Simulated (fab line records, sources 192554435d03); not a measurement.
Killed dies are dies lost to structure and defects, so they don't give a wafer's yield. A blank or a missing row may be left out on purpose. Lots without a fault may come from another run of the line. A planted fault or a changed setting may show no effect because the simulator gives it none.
Split-lot experiment | flow n5_finfet | 7 lots, 21 wafers read, on a route of 1938 steps

THE SPLIT
At N5_BEOL_M7_ILD_DEP_00 (deposits SiCOH lowk from DEMS/porogen, target thk 179.75 nm, time 33.4 s), the setting time_s was moved away from the recipe's 33.4 s on 11 of the 21 wafers read, by -14.8% to +8.7%. The other wafers ran this setting at the recipe's value.

FROM THE SPLIT TO THE READING: what the file shows between them, 1 step
- N5_BEOL_M7_CURE_74: cures SiCOH lowk, time 240 s

THE READING
M7_ILD_THK, in nm, at N5_BEOL_M7_THK_MEAS_01. Fault-free wafers of this fab line usually give 154.0 nm, standard deviation 2 nm.

wafer  | tool, chamber at the split | time_s as run, s | against the recipe | M7_ILD_THK, nm | against lot-mates on the recipe
L074.1 | pecvd-04, 2                | 29.23            | -12.5%             | 133.6          | no lot-mate on the recipe
L074.2 | pecvd-04, 1                | 29.23            | -12.5%             | 132.5          | no lot-mate on the recipe
L074.4 | pecvd-04, 1                | 29.23            | -12.5%             | 135.1          | no lot-mate on the recipe
L075.3 | pecvd-02, 2                | 36.3             | +8.7%              | 165.5          | +10.5
L075.4 | pecvd-02, 2                | 33.4             | recipe             | 155.0          | -
L075.5 | pecvd-02, 0                | 36.3             | +8.7%              | 168.5          | +13.5
L076.1 | pecvd-04, 2                | 33.4             | recipe             | 151.6          | -
L076.4 | pecvd-04, 0                | 33.4             | recipe             | 152.6          | -
L076.5 | pecvd-04, 1                | 33.4             | recipe             | 153.1          | -
L077.1 | pecvd-02, 2                | 33.4             | recipe             | 150.9          | -
L077.3 | pecvd-02, 0                | 33.4             | recipe             | 154.8          | -
L077.6 | pecvd-02, 0                | 33.4             | recipe             | 156.7          | -
L080.4 | pecvd-04, 0                | 29.04            | -13.1%             | 132.5          | -22.4
L080.5 | pecvd-04, 1                | 33.4             | recipe             | 152.9          | -
L080.6 | pecvd-04, 2                | 33.4             | recipe             | 156.8          | -
L083.1 | pecvd-02, 1                | 33.4             | recipe             | 150.3          | -
L083.2 | pecvd-02, 2                | 28.46            | -14.8%             | 129.5          | -20.8
L083.6 | pecvd-02, 1                | 28.46            | -14.8%             | 129.1          | -21.2
L090.4 | pecvd-03, 2                | 31.65            | -5.2%              | 146.2          | no lot-mate on the recipe
L090.5 | pecvd-03, 0                | 31.65            | -5.2%              | 146.8          | no lot-mate on the recipe
L090.6 | pecvd-03, 1                | 31.65            | -5.2%              | 147.3          | no lot-mate on the recipe

THE FIT
A straight line over all 21 wafers: M7_ILD_THK changes by +1.59 nm for each +1% of time_s; r = +0.99; the points scatter about the line by 1.8 nm.
The same after taking each lot's own level away (the mean of its wafers on the recipe; 15 wafers): +1.47 nm for each +1%; r = +0.99; scatter 1.8 nm.
On that fit, the largest move of time_s shifts the reading by 22 nm.
The lots' own levels span 150.30 to 155.00 nm, that is 2.3 times the standard deviation above.
So the lot-to-lot level changes the slope little: the two slopes agree.
Check: with one of the wafers moved furthest among these (-14.8%) left out of the fit, the line predicts -22.5 nm for it against its lot-mates. It came out at -20.8 nm against them.

THE WHOLE CHAIN: every reading that the file lists as answering this split, in the file's order
step                   | what it does                                                             | reading                                                                                  | change (the file's fit)              | r (the file's)
N5_BEOL_M7_ILD_DEP_00  | deposits SiCOH lowk from DEMS/porogen, target thk 179.75 nm, time 33.4 s | SiCOH_lowk_of_BEOL_M7_ILD_DEP_00.thk_nm (the simulator's own value, which no gauge read) | +1.74 nm for each +1% of the setting | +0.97
N5_BEOL_M7_CURE_74     | cures SiCOH lowk, time 240 s                                             | SiCOH_lowk_of_BEOL_M7_ILD_DEP_00.thk_nm (the simulator's own value, which no gauge read) | +1.52 nm for each +1% of the setting | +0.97
N5_BEOL_M7_THK_MEAS_01 |                                                                          | M7_ILD_THK                                                                               | +1.52 for each +1% of the setting    | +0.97

THE FILE'S OWN FIT
M7_ILD_THK changes by +1.52 nm for each +1% of time_s, r = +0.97.
